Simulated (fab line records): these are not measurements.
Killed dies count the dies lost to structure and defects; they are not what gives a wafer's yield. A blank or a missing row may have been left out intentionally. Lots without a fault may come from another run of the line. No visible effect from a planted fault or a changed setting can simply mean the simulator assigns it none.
Which of the tools did it? + flow nand harc + Sampling: 24 lots, 72 wafers, 6 of 1302 route steps

== WHAT THE GAUGES READ, wafer by wafer ==
The record lacks any reading of a measuring or inspecting step that a usual standard deviation could be used to judge.

== WHAT TOOL EACH LOT RAN ON (gives the tool, then ch and the chambers of the sampled wafers, and finally the start) ==
| lot  | NHARC_P_GATE_STRIP_76                | NHARC_P_GATE_RTA_80              | NHARC_P_CONTACT_DEGAS_38     | NHARC_P_M0_DEP_32               | NHARC_P_M2_STRIP_18                | NHARC_P_M2_DEGAS_29          |
|------|--------------------------------------|----------------------------------|------------------------------|---------------------------------|------------------------------------|------------------------------|
| L074 | plasma asher-01 ch 0,1, day 5 13:29  | rtp anneal-01 ch 0, day 5 16:49  | pvd sputter-03, day 5 21:17  | pecvd-02 ch 0,1, day 6 02:32    | rie diel-10 ch 0,1, day 6 08:34    | pvd sputter-02, day 6 09:13  |
| L075 | plasma asher-02 ch 0,1, day 6 05:28  | rtp anneal-01 ch 0, day 6 08:49  | pvd sputter-03, day 6 12:45  | pecvd-03 ch 0,1, day 6 17:57    | rie diel-10 ch 0,1,2, day 7 00:16  | pvd sputter-03, day 7 00:55  |
| L077 | plasma asher-02 ch 0,1, day 6 20:49  | rtp anneal-01 ch 0, day 7 00:01  | pvd sputter-03, day 7 04:10  | pecvd-03 ch 0,1, day 7 09:37    | rie diel-12 ch 1,2,3, day 7 15:57  | pvd sputter-02, day 7 16:41  |
| L076 | plasma asher-02 ch 0,1, day 6 23:12  | rtp anneal-01 ch 0, day 7 02:31  | pvd sputter-02, day 7 06:52  | pecvd-03 ch 0,1, day 7 12:08    | rie diel-10 ch 1,2,3, day 7 18:26  | pvd sputter-02, day 7 19:02  |
| L078 | plasma asher-01 ch 0,1, day 7 08:38  | rtp anneal-01 ch 0, day 7 11:59  | pvd sputter-01, day 7 16:16  | pecvd-01 ch 0,1, day 7 21:31    | rie diel-12 ch 1,2,3, day 8 03:24  | pvd sputter-02, day 8 04:08  |
| L079 | plasma asher-02 ch 0,1, day 7 21:38  | rtp anneal-01 ch 0, day 8 00:53  | pvd sputter-01, day 8 05:09  | pecvd-01 ch 0,1,2, day 8 10:15  | rie diel-10 ch 1,2,3, day 8 16:17  | pvd sputter-02, day 8 16:55  |
| L080 | plasma asher-02 ch 0,1, day 8 03:08  | rtp anneal-02 ch 0, day 8 06:27  | pvd sputter-01, day 8 10:26  | pecvd-03 ch 0,1,2, day 8 15:43  | rie diel-13 ch 0,1,3, day 8 21:42  | pvd sputter-01, day 8 22:17  |
| L081 | plasma asher-02 ch 0,1, day 8 07:47  | rtp anneal-01 ch 0, day 8 11:10  | pvd sputter-03, day 8 15:02  | pecvd-01 ch 0,1,2, day 8 20:09  | rie diel-13 ch 0,3, day 9 02:09    | pvd sputter-01, day 9 02:46  |
| L082 | plasma asher-01 ch 0,1, day 9 04:03  | rtp anneal-02 ch 0, day 9 07:22  | pvd sputter-02, day 9 11:25  | pecvd-03 ch 0,1,2, day 9 16:36  | rie diel-13 ch 0,2,3, day 9 22:35  | pvd sputter-01, day 9 23:17  |
| L083 | plasma asher-01 ch 0,1, day 9 04:43  | rtp anneal-01 ch 0, day 9 08:26  | pvd sputter-01, day 9 12:31  | pecvd-02 ch 0,1,2, day 9 17:43  | rie diel-13 ch 0,2,3, day 9 23:43  | pvd sputter-02, day 10 00:23 |
| L084 | plasma asher-01 ch 0,1, day 9 21:44  | rtp anneal-02 ch 0, day 10 01:06 | pvd sputter-03, day 10 04:59 | pecvd-03 ch 0,1, day 10 10:13   | rie diel-13 ch 0,2,3, day 10 16:23 | pvd sputter-02, day 10 16:59 |
| L085 | plasma asher-02 ch 0,1, day 10 11:23 | rtp anneal-01 ch 0, day 10 14:37 | pvd sputter-03, day 10 18:44 | pecvd-01 ch 0,2, day 10 23:56   | rie diel-12 ch 0,2, day 11 05:41   | pvd sputter-03, day 11 06:19 |
| L086 | plasma asher-02 ch 0,1, day 10 19:28 | rtp anneal-01 ch 0, day 10 22:41 | pvd sputter-02, day 11 02:45 | pecvd-02 ch 1,2, day 11 07:52   | rie diel-12 ch 0,2,3, day 11 14:03 | pvd sputter-02, day 11 14:41 |
| L087 | plasma asher-02 ch 0,1, day 11 19:16 | rtp anneal-01 ch 0, day 11 22:35 | pvd sputter-03, day 12 02:40 | pecvd-01 ch 0,2, day 12 07:43   | rie diel-10 ch 0,1,2, day 12 13:33 | pvd sputter-03, day 12 14:09 |
| L089 | plasma asher-01 ch 0,1, day 11 19:38 | rtp anneal-01 ch 0, day 11 22:58 | pvd sputter-01, day 12 03:08 | pecvd-01 ch 1,2, day 12 08:28   | rie diel-13 ch 1,3, day 12 14:26   | pvd sputter-02, day 12 15:05 |
| L088 | plasma asher-02 ch 0,1, day 11 20:00 | rtp anneal-02 ch 0, day 11 23:27 | pvd sputter-02, day 12 03:31 | pecvd-01 ch 1,2, day 12 08:58   | rie diel-13 ch 2,3, day 12 15:24   | pvd sputter-03, day 12 16:01 |
| L090 | plasma asher-02 ch 0,1, day 12 08:50 | rtp anneal-02 ch 0, day 12 12:04 | pvd sputter-01, day 12 16:14 | pecvd-02 ch 0,2, day 12 22:29   | rie diel-12 ch 0,3, day 13 04:27   | pvd sputter-03, day 13 05:05 |
| L091 | plasma asher-02 ch 0,1, day 12 19:20 | rtp anneal-01 ch 0, day 12 22:41 | pvd sputter-03, day 13 02:44 | pecvd-02 ch 0,1, day 13 07:49   | rie diel-13 ch 0,1,3, day 13 13:43 | pvd sputter-01, day 13 14:21 |
| L092 | plasma asher-01 ch 0,1, day 13 01:34 | rtp anneal-01 ch 0, day 13 05:07 | pvd sputter-02, day 13 09:05 | pecvd-02 ch 0,1, day 13 14:13   | rie diel-12 ch 2,3, day 13 20:07   | pvd sputter-01, day 13 20:46 |
| L094 | plasma asher-02 ch 0,1, day 13 16:42 | rtp anneal-01 ch 0, day 13 20:33 | pvd sputter-02, day 14 00:26 | pecvd-02 ch 0,1, day 14 05:41   | rie diel-10 ch 0,1,2, day 14 11:37 | pvd sputter-02, day 14 12:13 |
| L093 | plasma asher-01 ch 0,1, day 13 17:00 | rtp anneal-01 ch 0, day 13 20:49 | pvd sputter-01, day 14 01:12 | pecvd-02 ch 0,1,2, day 14 06:28 | rie diel-13 ch 0,1,3, day 14 12:24 | pvd sputter-02, day 14 13:02 |
| L095 | plasma asher-01 ch 0,1, day 14 04:43 | rtp anneal-02 ch 0, day 14 08:04 | pvd sputter-03, day 14 12:47 | pecvd-03 ch 0,1,2, day 14 17:58 | rie diel-13 ch 0,2,3, day 14 23:50 | pvd sputter-01, day 15 00:29 |
| L096 | plasma asher-01 ch 0,1, day 14 18:07 | rtp anneal-02 ch 0, day 14 21:31 | pvd sputter-02, day 15 01:34 | pecvd-02 ch 0,1, day 15 06:47   | rie diel-10 ch 0,1, day 15 12:46   | pvd sputter-02, day 15 13:56 |
| L097 | plasma asher-02 ch 0,1, day 15 07:44 | rtp anneal-01 ch 0, day 15 11:14 | pvd sputter-01, day 15 15:16 | pecvd-02 ch 0,2, day 15 20:29   | rie diel-12 ch 0,2, day 16 02:37   | pvd sputter-01, day 16 03:16 |
- NHARC_P_GATE_STRIP_76: strips in O2.
- NHARC_P_GATE_RTA_80: time 30 s.
- NHARC_P_CONTACT_DEGAS_38: time 60 s.
- NHARC_P_M0_DEP_32: deposits SiCN, target thk 30 nm.
- NHARC_P_M2_STRIP_18: strips in N2/H2.
- NHARC_P_M2_DEGAS_29: time 60 s.

== WHAT THE TOOLS THEMSELVES READ (means of the sampled wafers that have a number; where no wafer has one, the mark that the record gives instead) ==
NHARC_P_GATE_STRIP_76. Usual: drypump motor current A 5.8 A, standard deviation 0.32; heater power w 357 W, standard deviation 42.
| lot  | tool            | drypump motor current A (A) | heater power w (W) | flag |
|------|-----------------|-----------------------------|--------------------|------|
| L074 | plasma asher-01 | 5.7                         | 332                |      |
| L075 | plasma asher-02 | 5.8                         | 386                |      |
| L077 | plasma asher-02 | 5.7                         | 365                |      |
| L076 | plasma asher-02 | 5.7                         | 389                |      |
| L078 | plasma asher-01 | 6.0                         | 325                |      |
| L079 | plasma asher-02 | 5.7                         | 388                |      |
| L080 | plasma asher-02 | 5.7                         | 364                |      |
| L081 | plasma asher-02 | 5.8                         | 389                |      |
| L082 | plasma asher-01 | 5.7                         | 320                |      |
| L083 | plasma asher-01 | 5.7                         | 321                |      |
| L084 | plasma asher-01 | 6.1                         | 316                |      |
| L085 | plasma asher-02 | 5.7                         | 371                |      |
| L086 | plasma asher-02 | 5.7                         | 366                |      |
| L087 | plasma asher-02 | 5.7                         | 376                |      |
| L089 | plasma asher-01 | 5.7                         | 327                |      |
| L088 | plasma asher-02 | 5.7                         | 406                |      |
| L090 | plasma asher-02 | 5.7                         | 382                |      |
| L091 | plasma asher-02 | 5.7                         | 378                |      |
| L092 | plasma asher-01 | 5.7                         | 316                |      |
| L094 | plasma asher-02 | 5.8                         | 397                |      |
| L093 | plasma asher-01 | 5.7                         | 321                |      |
| L095 | plasma asher-01 | 5.7                         | 326                |      |
| L096 | plasma asher-01 | 6.0                         | 314                |      |
| L097 | plasma asher-02 | 5.7                         | 394                |      |

NHARC_P_GATE_RTA_80. Usual: wafer_temp_C_max at 301.07, with a standard deviation of 0.25.
| lot  | tool          | wafer_temp_C_max | flag |
|------|---------------|------------------|------|
| L074 | rtp anneal-01 | 300.90           |      |
| L075 | rtp anneal-01 | 301.11           |      |
| L077 | rtp anneal-01 | 300.86           |      |
| L076 | rtp anneal-01 | 300.92           |      |
| L078 | rtp anneal-01 | 301.04           |      |
| L079 | rtp anneal-01 | 300.97           |      |
| L080 | rtp anneal-02 | 300.98           |      |
| L081 | rtp anneal-01 | 301.10           |      |
| L082 | rtp anneal-02 | 301.08           |      |
| L083 | rtp anneal-01 | 300.94           |      |
| L084 | rtp anneal-02 | 301.33           |      |
| L085 | rtp anneal-01 | 301.16           |      |
| L086 | rtp anneal-01 | 301.11           |      |
| L087 | rtp anneal-01 | 301.13           |      |
| L089 | rtp anneal-01 | 301.12           |      |
| L088 | rtp anneal-02 | 301.01           |      |
| L090 | rtp anneal-02 | 300.91           |      |
| L091 | rtp anneal-01 | 301.14           |      |
| L092 | rtp anneal-01 | 300.83           |      |
| L094 | rtp anneal-01 | 301.29           |      |
| L093 | rtp anneal-01 | 301.25           |      |
| L095 | rtp anneal-02 | 300.99           |      |
| L096 | rtp anneal-02 | 301.21           |      |
| L097 | rtp anneal-01 | 301.11           |      |

NHARC_P_CONTACT_DEGAS_38. Usual: heater power w at 507 W, with a standard deviation of 34.
| lot  | tool           | heater power w (W) | flag |
|------|----------------|--------------------|------|
| L074 | pvd sputter-03 | 511                |      |
| L075 | pvd sputter-03 | 516                |      |
| L077 | pvd sputter-03 | 521                |      |
| L076 | pvd sputter-02 | 531                |      |
| L078 | pvd sputter-01 | 518                |      |
| L079 | pvd sputter-01 | 522                |      |
| L080 | pvd sputter-01 | 533                |      |
| L081 | pvd sputter-03 | 517                |      |
| L082 | pvd sputter-02 | 502                |      |
| L083 | pvd sputter-01 | 483                |      |
| L084 | pvd sputter-03 | 508                |      |
| L085 | pvd sputter-03 | 508                |      |
| L086 | pvd sputter-02 | 498                |      |
| L087 | pvd sputter-03 | 513                |      |
| L089 | pvd sputter-01 | 487                |      |
| L088 | pvd sputter-02 | 485                |      |
| L090 | pvd sputter-01 | 505                |      |
| L091 | pvd sputter-03 | 518                |      |
| L092 | pvd sputter-02 | 478                |      |
| L094 | pvd sputter-02 | 480                |      |
| L093 | pvd sputter-01 | 523                |      |
| L095 | pvd sputter-03 | 514                |      |
| L096 | pvd sputter-02 | 469                |      |
| L097 | pvd sputter-01 | 536                |      |

NHARC_P_M0_DEP_32. Usual: heater power w at 576 W, with a standard deviation of 63.
| lot  | tool     | heater power w (W) | flag |
|------|----------|--------------------|------|
| L074 | pecvd-02 | 611                |      |
| L075 | pecvd-03 | 551                |      |
| L077 | pecvd-03 | 531                |      |
| L076 | pecvd-03 | 552                |      |
| L078 | pecvd-01 | 638                |      |
| L079 | pecvd-01 | 605                |      |
| L080 | pecvd-03 | 573                |      |
| L081 | pecvd-01 | 602                |      |
| L082 | pecvd-03 | 555                |      |
| L083 | pecvd-02 | 607                |      |
| L084 | pecvd-03 | 593                |      |
| L085 | pecvd-01 | 571                |      |
| L086 | pecvd-02 | 591                |      |
| L087 | pecvd-01 | 549                |      |
| L089 | pecvd-01 | 552                |      |
| L088 | pecvd-01 | 604                |      |
| L090 | pecvd-02 | 639                |      |
| L091 | pecvd-02 | 551                |      |
| L092 | pecvd-02 | 596                |      |
| L094 | pecvd-02 | 591                |      |
| L093 | pecvd-02 | 522                |      |
| L095 | pecvd-03 | 595                |      |
| L096 | pecvd-02 | 552                |      |
| L097 | pecvd-02 | 577                |      |

NHARC_P_M2_STRIP_18. Usual: drypump motor current A 5.7 A, standard deviation 0.33; h2 flow sccm 150.0 sccm, standard deviation 0.38; oes product au 1.000 a.u., standard deviation 0.0079; rf vpp V 90.7 V, standard deviation 0.94; showerhead plenum p Torr 2.07 Torr, standard deviation 0.079; throttle valve pct 14.170 %, standard deviation 0.0084.
| lot  | tool        | drypump motor current A (A) | h2 flow sccm (sccm) | oes product au (a.u.) | rf vpp V (V) | showerhead plenum p Torr (Torr) | throttle valve pct (%) | flag |
|------|-------------|-----------------------------|---------------------|-----------------------|--------------|---------------------------------|------------------------|------|
| L074 | rie diel-10 | 5.8                         | 150.3               | 0.995                 | 90.4         | 2.01                            | 14.178                 |      |
| L075 | rie diel-10 | 5.9                         | 149.9               | 1.002                 | 91.1         | 2.08                            | 14.175                 |      |
| L077 | rie diel-12 | 5.8                         | 149.7               | 1.000                 | 90.7         | 2.01                            | 14.171                 |      |
| L076 | rie diel-10 | 5.9                         | 149.9               | 1.003                 | 90.9         | 2.08                            | 14.164                 |      |
| L078 | rie diel-12 | 5.7                         | 150.4               | 0.992                 | 90.6         | 2.01                            | 14.175                 |      |
| L079 | rie diel-10 | 5.9                         | 149.7               | 0.996                 | 90.1         | 2.08                            | 14.170                 |      |
| L080 | rie diel-13 | 5.8                         | 149.8               | 1.002                 | 91.2         | 2.13                            | 14.173                 |      |
| L081 | rie diel-13 | 6.0                         | 149.8               | 1.008                 | 90.8         | 2.11                            | 14.177                 |      |
| L082 | rie diel-13 | 5.7                         | 149.7               | 1.001                 | 91.0         | 2.11                            | 14.177                 |      |
| L083 | rie diel-13 | 5.7                         | 150.0               | 1.015                 | 91.2         | 2.11                            | 14.172                 |      |
| L084 | rie diel-13 | 5.7                         | 150.2               | 1.005                 | 91.4         | 2.11                            | 14.161                 |      |
| L085 | rie diel-12 | 5.4                         | 150.0               | 1.000                 | 89.8         | 1.97                            | 14.175                 |      |
| L086 | rie diel-12 | 5.6                         | 149.8               | 0.995                 | 90.7         | 1.98                            | 14.169                 |      |
| L087 | rie diel-10 | 5.9                         | 150.0               | 0.999                 | 91.2         | 2.07                            | 14.165                 |      |
| L089 | rie diel-13 | 5.7                         | 149.9               | 0.994                 | 90.8         | 2.15                            | 14.165                 |      |
| L088 | rie diel-13 | 5.5                         | 150.2               | 1.003                 | 91.4         | 2.13                            | 14.170                 |      |
| L090 | rie diel-12 | 5.7                         | 150.5               | 0.998                 | 91.6         | 2.03                            | 14.181                 |      |
| L091 | rie diel-13 | 5.8                         | 149.6               | 0.993                 | 91.8         | 2.13                            | 14.167                 |      |
| L092 | rie diel-12 | 5.6                         | 150.3               | 1.003                 | 89.9         | 1.95                            | 14.165                 |      |
| L094 | rie diel-10 | 5.9                         | 150.0               | 0.990                 | 90.7         | 2.07                            | 14.169                 |      |
| L093 | rie diel-13 | 5.8                         | 150.2               | 0.999                 | 91.1         | 2.12                            | 14.177                 |      |
| L095 | rie diel-13 | 5.7                         | 149.7               | 0.998                 | 90.6         | 2.10                            | 14.165                 |      |
| L096 | rie diel-10 | 5.7                         | 150.2               | 0.991                 | 90.5         | 2.04                            | 14.166                 |      |
| L097 | rie diel-12 | 5.5                         | 149.9               | 1.009                 | 89.5         | 1.93                            | 14.171                 |      |

NHARC_P_M2_DEGAS_29. Usual: heater power w at 362 W, with a standard deviation of 26.
| lot  | tool           | heater power w (W) | flag |
|------|----------------|--------------------|------|
| L074 | pvd sputter-02 | 368                |      |
| L075 | pvd sputter-03 | 368                |      |
| L077 | pvd sputter-02 | 360                |      |
| L076 | pvd sputter-02 | 366                |      |
| L078 | pvd sputter-02 | 357                |      |
| L079 | pvd sputter-02 | 360                |      |
| L080 | pvd sputter-01 | 343                |      |
| L081 | pvd sputter-01 | 356                |      |
| L082 | pvd sputter-01 | 376                |      |
| L083 | pvd sputter-02 | 375                |      |
| L084 | pvd sputter-02 | 347                |      |
| L085 | pvd sputter-03 | 369                |      |
| L086 | pvd sputter-02 | 353                |      |
| L087 | pvd sputter-03 | 371                |      |
| L089 | pvd sputter-02 | 371                |      |
| L088 | pvd sputter-03 | 364                |      |
| L090 | pvd sputter-03 | 367                |      |
| L091 | pvd sputter-01 | 355                |      |
| L092 | pvd sputter-01 | 384                |      |
| L094 | pvd sputter-02 | 339                |      |
| L093 | pvd sputter-02 | 365                |      |
| L095 | pvd sputter-01 | 344                |      |
| L096 | pvd sputter-02 | 364                |      |
| L097 | pvd sputter-01 | 356                |      |

== THE ANSWER, worked out from the rows above alone ==
Rule: a lot is off if the mean of its wafers that have a number lies more than 3 standard deviations from the usual mean. Also off: a lot with no number at a reading for which 4 or more lots have one. The other lots that the step has rows for count as sound. The gauges are gone through in route order, then the tools' own readings, and for those a lot's mean is taken as printed above. At the first step where some lot is off, the reading lying furthest off is the one used; lots without a number count as furthest.
Across all readings shown, no lot is off: no conclusion can be drawn from this.

== WHAT WAS PUT IN BY THE SIMULATOR ==
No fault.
